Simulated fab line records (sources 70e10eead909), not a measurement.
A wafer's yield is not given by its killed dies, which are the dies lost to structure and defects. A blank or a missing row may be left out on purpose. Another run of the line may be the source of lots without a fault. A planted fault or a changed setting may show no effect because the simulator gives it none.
Matching of chambers || flow nandHarc || 3 sister chambers for NHARC_A_STAIRCASE_DEP_325 on pecvd-01
The step deposits SiO2, target thk 3800 nm. 18 wafers are shown with their chamber, then 9 later ones without.

EACH WAFER AND ITS CHAMBER
{"wafer": "L075.1", "chamber": 1, "heaterPowerW (W)": 827}
{"wafer": "L075.4", "chamber": 0, "heaterPowerW (W)": 637}
{"wafer": "L075.6", "chamber": 1, "heaterPowerW (W)": 669}
{"wafer": "L077.4", "chamber": 2, "heaterPowerW (W)": 643}
{"wafer": "L077.5", "chamber": 0, "heaterPowerW (W)": 620}
{"wafer": "L077.6", "chamber": 1, "heaterPowerW (W)": 671}
{"wafer": "L076.1", "chamber": 2, "heaterPowerW (W)": 818}
{"wafer": "L076.4", "chamber": 1, "heaterPowerW (W)": 661}
{"wafer": "L076.6", "chamber": 2, "heaterPowerW (W)": 658}
{"wafer": "L083.3", "chamber": 1, "heaterPowerW (W)": 686}
{"wafer": "L083.4", "chamber": 0, "heaterPowerW (W)": 623}
{"wafer": "L083.5", "chamber": 1, "heaterPowerW (W)": 668}
{"wafer": "L084.1", "chamber": 1, "heaterPowerW (W)": 733}
{"wafer": "L084.4", "chamber": 1, "heaterPowerW (W)": 682}
{"wafer": "L084.5", "chamber": 1, "heaterPowerW (W)": 670}
{"wafer": "L086.2", "chamber": 0, "heaterPowerW (W)": 754}
{"wafer": "L086.5", "chamber": 1, "heaterPowerW (W)": 686}
{"wafer": "L086.6", "chamber": 0, "heaterPowerW (W)": 618}

SIGNATURES (means of the wafers above)
{"reading": "heaterPowerW", "chamber 0": 650.40, "chamber 1": 695.30, "chamber 2": 706.33, "scatter within a chamber": 60.8}
Rule: for each reading, subtract the chamber's mean from the wafer's reading, divide by that reading's scatter and square the result; add these up over the readings and take the root, which gives the wafer's distance from the chamber. If the next closest chamber is less than 2 further off than the closest, the wafer can't be placed; otherwise it belongs to the closest. The scatter is the square root of a quotient: the sum, over the shown wafers, of each reading's squared deviation from its chamber's mean, divided by wafers minus chambers.

WAFERS MISSING THEIR CHAMBER
{"wafer": "L090.1", "heaterPowerW (W)": 823}
{"wafer": "L090.2", "heaterPowerW (W)": 787}
{"wafer": "L090.5", "heaterPowerW (W)": 621}
{"wafer": "L093.3", "heaterPowerW (W)": 765}
{"wafer": "L093.5", "heaterPowerW (W)": 619}
{"wafer": "L093.6", "heaterPowerW (W)": 652}
{"wafer": "L092.3", "heaterPowerW (W)": 701}
{"wafer": "L092.4", "heaterPowerW (W)": 655}
{"wafer": "L092.6", "heaterPowerW (W)": 604}

WHICH CHAMBER EACH ONE RAN IN
{"wafer": "L090.1", "from the rows above": "can't be placed: 2 or 1 or 0", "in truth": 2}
{"wafer": "L090.2", "from the rows above": "can't be placed: 2 or 1 or 0", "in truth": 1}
{"wafer": "L090.5", "from the rows above": "can't be placed: 0 or 1 or 2", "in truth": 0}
{"wafer": "L093.3", "from the rows above": "can't be placed: 2 or 1 or 0", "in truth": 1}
{"wafer": "L093.5", "from the rows above": "can't be placed: 0 or 1 or 2", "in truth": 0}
{"wafer": "L093.6", "from the rows above": "can't be placed: 0 or 1 or 2", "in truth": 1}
{"wafer": "L092.3", "from the rows above": "can't be placed: 2 or 1 or 0", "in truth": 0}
{"wafer": "L092.4", "from the rows above": "can't be placed: 0 or 1 or 2", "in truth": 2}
{"wafer": "L092.6", "from the rows above": "can't be placed: 0 or 1 or 2", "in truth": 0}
Correct placement for 0 of the 9. Cannot be placed on the basis of these rows: 9; the candidates contain the true chamber in 9. 0 placed wrongly.
